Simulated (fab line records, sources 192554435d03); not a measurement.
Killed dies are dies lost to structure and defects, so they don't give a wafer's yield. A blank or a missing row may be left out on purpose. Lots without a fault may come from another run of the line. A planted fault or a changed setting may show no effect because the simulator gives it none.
Chamber matching | flow n5_finfet | N5_SDB_ALD_29 on ald_sin-04: 4 sister chambers
The step deposits SiNx, target thk 30 nm, pulse time 1 s, ald cycles 600. 8 wafers are shown with their chamber, then 10 later ones without.

WAFERS WITH THEIR CHAMBER
wafer  | chamber | heater_power_w (W) | precursor_pulse_height_rel
L080.3 | 1       | 813                | 0.984
L080.6 | 1       | 790                | 1.002
L081.4 | 2       | 765                | 1.005
L088.2 | 0       | 907                | 1.000
L088.3 | 3       | 666                | 0.980
L088.5 | 3       | 666                | 1.000
L090.1 | 0       | 897                | 0.943
L090.3 | 2       | 775                | 0.995

WAFERS WITHOUT THEIR CHAMBER
wafer  | heater_power_w (W) | precursor_pulse_height_rel
L090.6 | 830                | 1.026
L092.1 | 795                | 0.977
L092.4 | 662                | 1.017
L092.6 | 934                | 0.992
L093.1 | 685                | 0.986
L093.4 | 907                | 0.992
L093.5 | 912                | 1.007
L097.1 | 830                | 0.994
L097.4 | 643                | 0.997
L097.5 | 904                | 0.999

WHICH CHAMBER EACH WENT THROUGH
wafer  | from the rows above     | in truth
L090.6 | 1                       | 1
L092.1 | can't be placed: 1 or 2 | 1
L092.4 | 3                       | 3
L092.6 | 0                       | 0
L093.1 | 3                       | 3
L093.4 | 0                       | 0
L093.5 | 0                       | 0
L097.1 | 1                       | 1
L097.4 | 3                       | 3
L097.5 | 0                       | 0
Placed correctly: 9 of 10. Can't be placed from these rows: 1 (the true chamber is among the candidates in 1). Placed wrongly: 0.
How it was worked out, from the rows above alone: a wafer's distance from a chamber is the root of the sum, over the readings, of the square of ((its reading less the chamber's mean) divided by the reading's scatter). The wafer belongs to the nearest chamber; if the next one is less than 2 further off, it can't be placed. A chamber's mean is the mean of its shown wafers. The scatter: the root of (the sum of the squares of (reading less its chamber's mean) over the shown wafers, divided by (wafers less chambers)).
